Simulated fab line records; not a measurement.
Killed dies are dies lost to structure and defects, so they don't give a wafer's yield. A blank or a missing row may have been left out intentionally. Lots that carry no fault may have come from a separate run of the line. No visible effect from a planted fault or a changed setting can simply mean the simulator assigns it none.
Which of the tools did it? || flow nand harc || 11 lots, 33 wafers sampled, at 6 steps of a route of 1302

## WHAT THE GAUGES READ, wafer by wafer
NHARC_END_SORT_01.
{"lot": "L908", "measured": "day 28 19:31", "on": "prober-02", "killed at array": "71 58 65"}

## WHAT TOOL EACH LOT RAN ON (gives the tool, then ch and the chambers of the sampled wafers, and finally the start)
{"lot": "L898", "NHARC_A_CHANNEL_HOLE_D1_ETCH_24": "har etch-02 ch 0,1, day 8 22:56", "NHARC_A_CHANNEL_HOLE_D1_ETCH_25": "har etch-02 ch 0,1, day 8 23:45", "NHARC_A_CHANNEL_HOLE_D1_ETCH_44": "rie diel-02 ch 0,2,3, day 9 01:17", "NHARC_A_CHANNEL_FILL_D1_ALD_03": "ald sin batch-01 ch 0, day 9 07:35", "NHARC_A_CHANNEL_FILL_D1_ALD_15": "ald sin batch-02 ch 0, day 9 14:17"}
{"lot": "L900", "NHARC_A_CHANNEL_HOLE_D1_ETCH_24": "har etch-02 ch 0, day 9 22:19", "NHARC_A_CHANNEL_HOLE_D1_ETCH_25": "har etch-02 ch 0, day 9 23:06", "NHARC_A_CHANNEL_HOLE_D1_ETCH_44": "rie diel-11 ch 0,1,2, day 10 01:00", "NHARC_A_CHANNEL_FILL_D1_ALD_03": "ald sin batch-03 ch 0, day 10 05:37", "NHARC_A_CHANNEL_FILL_D1_ALD_15": "ald sin batch-02 ch 0, day 10 12:17"}
{"lot": "L901", "NHARC_A_CHANNEL_HOLE_D1_ETCH_24": "har etch-01 ch 0,1, day 10 11:47", "NHARC_A_CHANNEL_HOLE_D1_ETCH_25": "har etch-01 ch 0,1, day 10 12:35", "NHARC_A_CHANNEL_HOLE_D1_ETCH_44": "rie diel-11 ch 0,2,3, day 10 14:15", "NHARC_A_CHANNEL_FILL_D1_ALD_03": "ald sin batch-01 ch 0, day 10 18:53", "NHARC_A_CHANNEL_FILL_D1_ALD_15": "ald sin batch-01 ch 0, day 11 01:34"}
{"lot": "L902", "NHARC_A_CHANNEL_HOLE_D1_ETCH_24": "har etch-02 ch 0,1, day 10 12:14", "NHARC_A_CHANNEL_HOLE_D1_ETCH_25": "har etch-02 ch 0,1, day 10 13:03", "NHARC_A_CHANNEL_HOLE_D1_ETCH_44": "rie diel-13 ch 0,1,3, day 10 14:35", "NHARC_A_CHANNEL_FILL_D1_ALD_03": "ald sin batch-01 ch 0, day 10 18:53", "NHARC_A_CHANNEL_FILL_D1_ALD_15": "ald sin batch-01 ch 0, day 11 01:34"}
{"lot": "L904", "NHARC_A_CHANNEL_HOLE_D1_ETCH_24": "har etch-02 ch 0, day 12 00:41", "NHARC_A_CHANNEL_HOLE_D1_ETCH_25": "har etch-02 ch 0, day 12 02:14", "NHARC_A_CHANNEL_HOLE_D1_ETCH_44": "rie diel-02 ch 1,2,3, day 12 05:24", "NHARC_A_CHANNEL_FILL_D1_ALD_03": "ald sin batch-01 ch 0, day 12 10:45", "NHARC_A_CHANNEL_FILL_D1_ALD_15": "ald sin batch-03 ch 0, day 12 17:27"}
{"lot": "L908", "NHARC_A_CHANNEL_HOLE_D1_ETCH_24": "har etch-02 ch 0,1, day 13 09:32", "NHARC_A_CHANNEL_HOLE_D1_ETCH_25": "har etch-02 ch 0,1, day 13 10:17", "NHARC_A_CHANNEL_HOLE_D1_ETCH_44": "rie diel-02 ch 0,2, day 13 12:07", "NHARC_A_CHANNEL_FILL_D1_ALD_03": "ald sin batch-01 ch 0, day 13 16:45", "NHARC_A_CHANNEL_FILL_D1_ALD_15": "ald sin batch-01 ch 0, day 13 23:25"}
{"lot": "L909", "NHARC_A_CHANNEL_HOLE_D1_ETCH_24": "har etch-01 ch 1, day 13 23:02", "NHARC_A_CHANNEL_HOLE_D1_ETCH_25": "har etch-01 ch 1, day 13 23:47", "NHARC_A_CHANNEL_HOLE_D1_ETCH_44": "rie diel-02 ch 0,1,3, day 14 01:37", "NHARC_A_CHANNEL_FILL_D1_ALD_03": "ald sin batch-01 ch 0, day 14 06:16", "NHARC_A_CHANNEL_FILL_D1_ALD_15": "ald sin batch-01 ch 0, day 14 12:56"}
{"lot": "L916", "NHARC_A_CHANNEL_HOLE_D1_ETCH_24": "har etch-01 ch 1, day 17 04:45", "NHARC_A_CHANNEL_HOLE_D1_ETCH_25": "har etch-01 ch 1, day 17 05:31", "NHARC_A_CHANNEL_HOLE_D1_ETCH_44": "rie diel-13 ch 1,2,3, day 17 07:29", "NHARC_A_CHANNEL_FILL_D1_ALD_03": "ald sin batch-01 ch 0, day 17 12:16", "NHARC_A_CHANNEL_FILL_D1_ALD_15": "ald sin batch-01 ch 0, day 17 18:55"}
{"lot": "L917", "NHARC_A_CHANNEL_HOLE_D1_ETCH_24": "har etch-01 ch 0,1, day 17 08:55", "NHARC_A_CHANNEL_HOLE_D1_ETCH_25": "har etch-01 ch 0,1, day 17 09:41", "NHARC_A_CHANNEL_HOLE_D1_ETCH_44": "rie diel-13 ch 0,2,3, day 17 11:31", "NHARC_A_CHANNEL_FILL_D1_ALD_03": "ald sin batch-02 ch 0, day 17 16:07", "NHARC_A_CHANNEL_FILL_D1_ALD_15": "ald sin batch-01 ch 0, day 17 22:45"}
{"lot": "L918", "NHARC_A_CHANNEL_HOLE_D1_ETCH_24": "har etch-01 ch 0,1, day 17 13:07", "NHARC_A_CHANNEL_HOLE_D1_ETCH_25": "har etch-01 ch 0,1, day 17 13:53", "NHARC_A_CHANNEL_HOLE_D1_ETCH_44": "rie diel-11 ch 0,2,3, day 17 15:43", "NHARC_A_CHANNEL_FILL_D1_ALD_03": "ald sin batch-02 ch 0, day 17 20:20", "NHARC_A_CHANNEL_FILL_D1_ALD_15": "ald sin batch-01 ch 0, day 18 03:01"}
{"lot": "L920", "NHARC_A_CHANNEL_HOLE_D1_ETCH_24": "har etch-01 ch 0,1, day 18 12:38", "NHARC_A_CHANNEL_HOLE_D1_ETCH_25": "har etch-01 ch 0,1, day 18 13:25", "NHARC_A_CHANNEL_HOLE_D1_ETCH_44": "rie diel-13 ch 0,2,3, day 18 15:16", "NHARC_A_CHANNEL_FILL_D1_ALD_03": "ald sin batch-03 ch 0, day 18 19:53", "NHARC_A_CHANNEL_FILL_D1_ALD_15": "ald sin batch-01 ch 0, day 19 02:35"}
- NHARC_A_CHANNEL_HOLE_D1_ETCH_24: etches the open film in C4F8/O2/Ar, time 906.2 s, target depth 1500 nm.
- NHARC_A_CHANNEL_HOLE_D1_ETCH_25: etches the open film in C4F8/O2/Ar, time 1040.2 s, target depth 1500 nm.
- NHARC_A_CHANNEL_HOLE_D1_ETCH_44: etches the open film in CF4/O2, target depth 140 nm, overetch 14 nm, time 77 s.
- NHARC_A_CHANNEL_FILL_D1_ALD_03: deposits SiNx, target thk 6 nm, pulse time 60 s, ald cycles 58.
- NHARC_A_CHANNEL_FILL_D1_ALD_15: deposits SiNx, target thk 2 nm, pulse time 60 s, ald cycles 19.

## THE ANSWER, worked out from the rows above alone
Rule: usual is defined by the lots themselves. Put in order of their means at a reading, lots are off if they are a third of the lots or fewer, leave a main group of 4 or more, and stand apart from it by a gap of 3 or more times the standard deviation of the main group's means; of several such gaps the widest counts. Not used: any main group whose means are identical at the precision the tables above print for the reading. Also off: a lot with no number at a reading for which 4 or more lots have one. The other lots that the step has rows for count as sound.
No lot is off at any reading shown: from this, nothing can be told.

## WHAT THE SIMULATOR HAD PUT IN
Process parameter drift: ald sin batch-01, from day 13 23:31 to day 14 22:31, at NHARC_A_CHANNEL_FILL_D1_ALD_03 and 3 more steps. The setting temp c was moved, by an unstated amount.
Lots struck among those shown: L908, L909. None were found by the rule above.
